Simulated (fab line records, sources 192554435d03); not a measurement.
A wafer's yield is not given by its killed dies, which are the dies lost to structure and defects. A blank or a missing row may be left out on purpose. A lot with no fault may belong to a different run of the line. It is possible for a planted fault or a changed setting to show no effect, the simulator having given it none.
Matching of chambers -- flow n5Finfet -- N5_BEOL_M13_CMP_49 on cmp-02 has 4 sister chambers
The step polishes, stops on SiOC, t overpolish 17.1 s, target thk 420 nm. 14 wafers are shown with their chamber, then 7 later ones without.

## WAFERS WITH THEIR CHAMBER
wafer,chamber,motorCurrentA (A),barrierFieldEndpointS (s),clearingPlatenRpm (rpm)
L115.1,0,6.4,28.9,50.007
L115.3,2,6.2,30.5,50.004
L115.5,2,6.1,30.0,49.951
L126.2,3,5.6,30.6,50.023
L126.5,1,6.4,32.0,49.964
L126.6,0,6.5,31.2,49.980
L125.1,2,6.1,30.9,49.975
L125.5,0,6.6,29.1,49.957
L125.6,1,6.7,30.6,50.006
L128.1,2,6.2,31.0,50.056
L128.3,1,6.7,31.6,49.973
L128.4,0,6.4,30.2,50.000
L127.1,1,6.3,31.8,49.954
L127.2,0,6.4,31.3,50.022

SIGNATURES, as means of the wafers listed above
reading,chamber 0,chamber 1,chamber 2,chamber 3,scatter within a chamber
motorCurrentA,6.460,6.525,6.150,5.600,0.13
barrierFieldEndpointS,30.140,31.500,30.600,30.600,0.829
clearingPlatenRpm,49.99320,49.97425,49.99650,50.02300,0.0319
Rule: distance of a wafer from a chamber = root of the sum over the readings of ((wafer's reading minus chamber's mean) / reading's scatter) squared. If the next closest chamber is less than 2 further off than the closest, the wafer can't be placed; otherwise it belongs to the closest. The scatter is the square root of a quotient: the sum, over the shown wafers, of each reading's squared deviation from its chamber's mean, divided by wafers minus chambers.

## WAFERS WITHOUT THEIR CHAMBER
wafer,motorCurrentA (A),barrierFieldEndpointS (s),clearingPlatenRpm (rpm)
L127.6,6.1,31.8,50.007
L130.1,6.4,29.3,49.932
L130.2,6.2,30.8,50.005
L130.3,6.3,30.0,50.038
L131.2,5.3,29.5,49.985
L131.3,6.5,29.6,49.975
L131.5,6.3,30.5,49.979

## THE CHAMBER EACH PASSED THROUGH
wafer,from the rows above,in truth
L127.6,can't be placed: 2 or 1 or 0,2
L130.1,can't be placed: 0 or 1 or 2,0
L130.2,can't be placed: 2 or 0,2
L130.3,can't be placed: 0 or 2 or 1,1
L131.2,3,3
L131.3,can't be placed: 0 or 1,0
L131.5,can't be placed: 2 or 0 or 1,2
Placed correctly: 1 of 7. These rows do not allow placing 6 (true chamber among the candidates in 6). Number placed wrongly: 0.
